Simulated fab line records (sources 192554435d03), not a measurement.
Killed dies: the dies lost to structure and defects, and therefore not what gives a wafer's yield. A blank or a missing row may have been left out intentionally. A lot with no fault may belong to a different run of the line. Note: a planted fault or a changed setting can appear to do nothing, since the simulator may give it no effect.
2 desks looking at one fault || flow n5Finfet || each desk holds nothing but its own numbers, with what lay behind them at the end

## AT THE METROLOGY DESK
Lot by lot, what the gauges showed, no matter which tool ran the lot: averages of those sampled wafers that carry a number. Any lot whose mean is over 4 standard deviations away from the usual mean is out of limits and marked OUT; that distance is given in the brackets. Only the readings that lie furthest out on some lot appear, 7 of the 10 it has.
Columns: A = IOFF_P at N5_BEOL_M4_RC_MEAS_101, usual 0.20 nA/um; B = ION_N at N5_BEOL_M4_RC_MEAS_101, usual 676 uA/um; C = ION_P at N5_BEOL_M4_RC_MEAS_101, usual 462 uA/um; D = SS_N at N5_BEOL_M4_RC_MEAS_101, usual 71.6 mV/dec; E = SS_P at N5_BEOL_M4_RC_MEAS_101, usual 73.2 mV/dec; F = VT_N at N5_BEOL_M4_RC_MEAS_101, usual 251 mV; G = VT_P at N5_BEOL_M4_RC_MEAS_101, usual -252 mV
{"lot": "L843", "first seen here": "day 9 11:20", "A": 0.21, "B": 683, "C": 464, "D": 71.8, "E": 73.5, "F": 247, "G": -251}
{"lot": "L853", "first seen here": "day 12 11:56", "A": 0.18, "B": 680, "C": 460, "D": 71.6, "E": 72.7, "F": 246, "G": -254}
{"lot": "L854", "first seen here": "day 13 06:39", "A": 0.21, "B": 696, "C": 478, "D": 71.5, "E": 72.9, "F": 247, "G": -248}
{"lot": "L855", "first seen here": "day 13 14:05", "A": 0.17, "B": 664, "C": 449, "D": 72.4, "E": 73.9, "F": 252, "G": -259}
{"lot": "L863", "first seen here": "day 14 08:19", "A": 0.19, "B": 675, "C": 464, "D": 70.9, "E": 72.9, "F": 249, "G": -250}
This desk found nothing out of limits on any of the 5 lots.

## TOOL OWNER'S DESK, pvdSputter-02
The tool's own readings at N5_BEOL_M0_SAQP_HM_DEP_02 (deposits TiN, target thk 12 nm): means of the sampled wafers that have a number, for each lot that ran on this tool. Any lot whose mean is over 4 standard deviations away from the usual mean is out of limits and marked OUT; that distance is given in the brackets.
Columns: A = throttleValvePct at N5_BEOL_M0_SAQP_HM_DEP_02, usual 29.9 %
{"lot": "L843", "first seen here": "day 6 04:44", "A": 30.1}
{"lot": "L853", "first seen here": "day 8 14:59", "A": 30.5}
{"lot": "L854", "first seen here": "day 9 02:28", "A": 29.8}
{"lot": "L855", "first seen here": "day 9 06:53", "A": 30.4}
This desk found nothing out of limits on any of the 4 lots.

## PUT TOGETHER
Metrology desk: nothing out of limits seen.
The tool owner's desk saw nothing out of limits.

## WHAT THE SIMULATOR HAD INSERTED
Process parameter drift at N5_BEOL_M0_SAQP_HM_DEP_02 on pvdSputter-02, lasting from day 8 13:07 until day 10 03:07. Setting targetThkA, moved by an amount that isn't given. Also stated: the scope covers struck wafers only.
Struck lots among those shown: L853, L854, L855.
